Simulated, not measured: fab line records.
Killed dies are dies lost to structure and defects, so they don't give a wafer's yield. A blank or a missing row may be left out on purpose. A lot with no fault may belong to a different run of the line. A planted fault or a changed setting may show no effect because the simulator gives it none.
Split-lot experiment || flow n5Finfet || route with 1938 steps; 7 lots, 39 wafers read

ON THE SPLIT
At N5_FIN_SAQP_ETCH_65 (etches SiO2 in CF4, target depth 4 nm, time 4.4 s), the setting timeS was moved away from the recipe's 4.4 s on 15 of the 39 wafers read, by -17.4% to +13.8%. The other wafers ran this setting at the recipe's value.

Reading taken at the split's own step.

THE READING
etch.depthNm (the simulator's own value, which no gauge read), in nm, at N5_FIN_SAQP_ETCH_65 (etches SiO2 in CF4, target depth 4 nm, time 4.4 s). No usual value for it is given in the file. Here, 24 wafers ran the recipe; their average is 4.017 nm with a standard deviation of 0.1 nm.

{"wafer": "L075.3", "tool, chamber at the split": "rieSi-01, 0", "timeS as run, s": 4.4, "against the recipe": "recipe", "etch.depthNm, nm": 4.027, "against lot-mates on the recipe": "-"}
{"wafer": "L075.4", "tool, chamber at the split": "rieSi-01, 1", "timeS as run, s": 4.4, "against the recipe": "recipe", "etch.depthNm, nm": 3.961, "against lot-mates on the recipe": "-"}
{"wafer": "L075.6", "tool, chamber at the split": "rieSi-01, 2", "timeS as run, s": 4.4, "against the recipe": "recipe", "etch.depthNm, nm": 4.036, "against lot-mates on the recipe": "-"}
{"wafer": "L076.1", "tool, chamber at the split": "rieSi-05, 1", "timeS as run, s": 4.4, "against the recipe": "recipe", "etch.depthNm, nm": 3.931, "against lot-mates on the recipe": "-"}
{"wafer": "L076.2", "tool, chamber at the split": "rieSi-05, 2", "timeS as run, s": 4.4, "against the recipe": "recipe", "etch.depthNm, nm": 4.171, "against lot-mates on the recipe": "-"}
{"wafer": "L076.3", "tool, chamber at the split": "rieSi-05, 3", "timeS as run, s": 4.815, "against the recipe": "+9.4%", "etch.depthNm, nm": 4.521, "against lot-mates on the recipe": "+0.504"}
{"wafer": "L076.4", "tool, chamber at the split": "rieSi-05, 0", "timeS as run, s": 4.815, "against the recipe": "+9.4%", "etch.depthNm, nm": 4.386, "against lot-mates on the recipe": "+0.369"}
{"wafer": "L076.5", "tool, chamber at the split": "rieSi-05, 0", "timeS as run, s": 4.4, "against the recipe": "recipe", "etch.depthNm, nm": 3.948, "against lot-mates on the recipe": "-"}
{"wafer": "L076.6", "tool, chamber at the split": "rieSi-05, 1", "timeS as run, s": 4.815, "against the recipe": "+9.4%", "etch.depthNm, nm": 4.288, "against lot-mates on the recipe": "+0.271"}
{"wafer": "L078.1", "tool, chamber at the split": "rieSi-06, 1", "timeS as run, s": 4.4, "against the recipe": "recipe", "etch.depthNm, nm": 3.99, "against lot-mates on the recipe": "-"}
{"wafer": "L078.2", "tool, chamber at the split": "rieSi-06, 3", "timeS as run, s": 5.007, "against the recipe": "+13.8%", "etch.depthNm, nm": 4.671, "against lot-mates on the recipe": "+0.617"}
{"wafer": "L078.3", "tool, chamber at the split": "rieSi-06, 0", "timeS as run, s": 4.4, "against the recipe": "recipe", "etch.depthNm, nm": 3.95, "against lot-mates on the recipe": "-"}
{"wafer": "L078.4", "tool, chamber at the split": "rieSi-06, 2", "timeS as run, s": 5.007, "against the recipe": "+13.8%", "etch.depthNm, nm": 4.778, "against lot-mates on the recipe": "+0.724"}
{"wafer": "L078.5", "tool, chamber at the split": "rieSi-06, 2", "timeS as run, s": 4.4, "against the recipe": "recipe", "etch.depthNm, nm": 4.222, "against lot-mates on the recipe": "-"}
{"wafer": "L078.6", "tool, chamber at the split": "rieSi-06, 1", "timeS as run, s": 5.007, "against the recipe": "+13.8%", "etch.depthNm, nm": 4.56, "against lot-mates on the recipe": "+0.506"}
{"wafer": "L080.1", "tool, chamber at the split": "rieSi-05, 0", "timeS as run, s": 4.4, "against the recipe": "recipe", "etch.depthNm, nm": 3.938, "against lot-mates on the recipe": "-"}
{"wafer": "L080.2", "tool, chamber at the split": "rieSi-05, 1", "timeS as run, s": 3.916, "against the recipe": "-11.0%", "etch.depthNm, nm": 3.459, "against lot-mates on the recipe": -0.605}
{"wafer": "L080.3", "tool, chamber at the split": "rieSi-05, 3", "timeS as run, s": 4.4, "against the recipe": "recipe", "etch.depthNm, nm": 4.131, "against lot-mates on the recipe": "-"}
{"wafer": "L080.4", "tool, chamber at the split": "rieSi-05, 2", "timeS as run, s": 3.916, "against the recipe": "-11.0%", "etch.depthNm, nm": 3.715, "against lot-mates on the recipe": -0.349}
{"wafer": "L080.5", "tool, chamber at the split": "rieSi-05, 3", "timeS as run, s": 4.4, "against the recipe": "recipe", "etch.depthNm, nm": 4.124, "against lot-mates on the recipe": "-"}
{"wafer": "L080.6", "tool, chamber at the split": "rieSi-05, 0", "timeS as run, s": 3.916, "against the recipe": "-11.0%", "etch.depthNm, nm": 3.482, "against lot-mates on the recipe": -0.582}
{"wafer": "L084.1", "tool, chamber at the split": "rieSi-05, 0", "timeS as run, s": 3.633, "against the recipe": "-17.4%", "etch.depthNm, nm": 3.283, "against lot-mates on the recipe": -0.745}
{"wafer": "L084.2", "tool, chamber at the split": "rieSi-05, 2", "timeS as run, s": 3.633, "against the recipe": "-17.4%", "etch.depthNm, nm": 3.418, "against lot-mates on the recipe": -0.610}
{"wafer": "L084.3", "tool, chamber at the split": "rieSi-05, 3", "timeS as run, s": 4.4, "against the recipe": "recipe", "etch.depthNm, nm": 4.087, "against lot-mates on the recipe": "-"}
{"wafer": "L084.4", "tool, chamber at the split": "rieSi-05, 1", "timeS as run, s": 4.4, "against the recipe": "recipe", "etch.depthNm, nm": 3.862, "against lot-mates on the recipe": "-"}
{"wafer": "L084.5", "tool, chamber at the split": "rieSi-05, 3", "timeS as run, s": 3.633, "against the recipe": "-17.4%", "etch.depthNm, nm": 3.357, "against lot-mates on the recipe": -0.671}
{"wafer": "L084.6", "tool, chamber at the split": "rieSi-05, 2", "timeS as run, s": 4.4, "against the recipe": "recipe", "etch.depthNm, nm": 4.135, "against lot-mates on the recipe": "-"}
{"wafer": "L090.1", "tool, chamber at the split": "rieSi-05, 3", "timeS as run, s": 4.4, "against the recipe": "recipe", "etch.depthNm, nm": 4.1, "against lot-mates on the recipe": "-"}
{"wafer": "L090.2", "tool, chamber at the split": "rieSi-05, 0", "timeS as run, s": 4.4, "against the recipe": "recipe", "etch.depthNm, nm": 3.954, "against lot-mates on the recipe": "-"}
{"wafer": "L090.3", "tool, chamber at the split": "rieSi-05, 2", "timeS as run, s": 4.4, "against the recipe": "recipe", "etch.depthNm, nm": 4.188, "against lot-mates on the recipe": "-"}
{"wafer": "L090.4", "tool, chamber at the split": "rieSi-05, 1", "timeS as run, s": 4.4, "against the recipe": "recipe", "etch.depthNm, nm": 3.882, "against lot-mates on the recipe": "-"}
{"wafer": "L090.5", "tool, chamber at the split": "rieSi-05, 0", "timeS as run, s": 4.4, "against the recipe": "recipe", "etch.depthNm, nm": 3.936, "against lot-mates on the recipe": "-"}
{"wafer": "L090.6", "tool, chamber at the split": "rieSi-05, 1", "timeS as run, s": 4.4, "against the recipe": "recipe", "etch.depthNm, nm": 3.873, "against lot-mates on the recipe": "-"}
{"wafer": "L093.1", "tool, chamber at the split": "rieSi-01, 3", "timeS as run, s": 4.4, "against the recipe": "recipe", "etch.depthNm, nm": 4.004, "against lot-mates on the recipe": "-"}
{"wafer": "L093.2", "tool, chamber at the split": "rieSi-01, 2,0", "timeS as run, s": 3.913, "against the recipe": "-11.1%", "etch.depthNm, nm": 3.549, "against lot-mates on the recipe": -0.436}
{"wafer": "L093.3", "tool, chamber at the split": "rieSi-01, 2,0", "timeS as run, s": 3.913, "against the recipe": "-11.1%", "etch.depthNm, nm": 3.549, "against lot-mates on the recipe": -0.436}
{"wafer": "L093.4", "tool, chamber at the split": "rieSi-01, 1", "timeS as run, s": 4.4, "against the recipe": "recipe", "etch.depthNm, nm": 3.966, "against lot-mates on the recipe": "-"}
{"wafer": "L093.5", "tool, chamber at the split": "rieSi-01, 0", "timeS as run, s": 4.4, "against the recipe": "recipe", "etch.depthNm, nm": 3.985, "against lot-mates on the recipe": "-"}
{"wafer": "L093.6", "tool, chamber at the split": "rieSi-01, 3", "timeS as run, s": 3.913, "against the recipe": "-11.1%", "etch.depthNm, nm": 3.55, "against lot-mates on the recipe": -0.435}
Rows listing several chambers each stand for several wafers; the file does not say which wafer went through which chamber.

FIT RESULTS
A straight line over all 39 wafers: etch.depthNm changes by +0.0419 nm for each +1% of timeS; r = +0.96; the points scatter about the line by 0.1 nm.
The same after taking each lot's own level away (the mean of its wafers on the recipe; 39 wafers): +0.0416 nm for each +1%; r = +0.96; scatter 0.098 nm.
On that fit, the largest move of timeS shifts the reading by 0.73 nm.
Measured against the standard deviation above, the lots' own levels, which go from 3.9850 to 4.0643 nm, span 0.8 times it.
Consequently the slope shifts little with the lot-to-lot level, the two slopes agreeing.
Check: for one of the wafers moved furthest among these (-17.4%), held out of the fit, the line's prediction against its lot-mates is -0.718 nm. It came out at -0.745 nm against them.

OTHER SPLITS ON THESE WAFERS
Note: prior to the reading, these wafers also went through further splits. Each is held against what the fit with the lots' levels taken away leaves over:
{"other split on the same wafers": "N5_FIN_SAQP_ETCH_52 sourceW", "wafers away from the commonest value": 9, "r with etch.depthNm (lot level and that fit taken away)": -0.02}

THE FILE'S OWN FIT
etch.depthNm changes by +0.0415 nm for each +1% of timeS, r = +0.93.
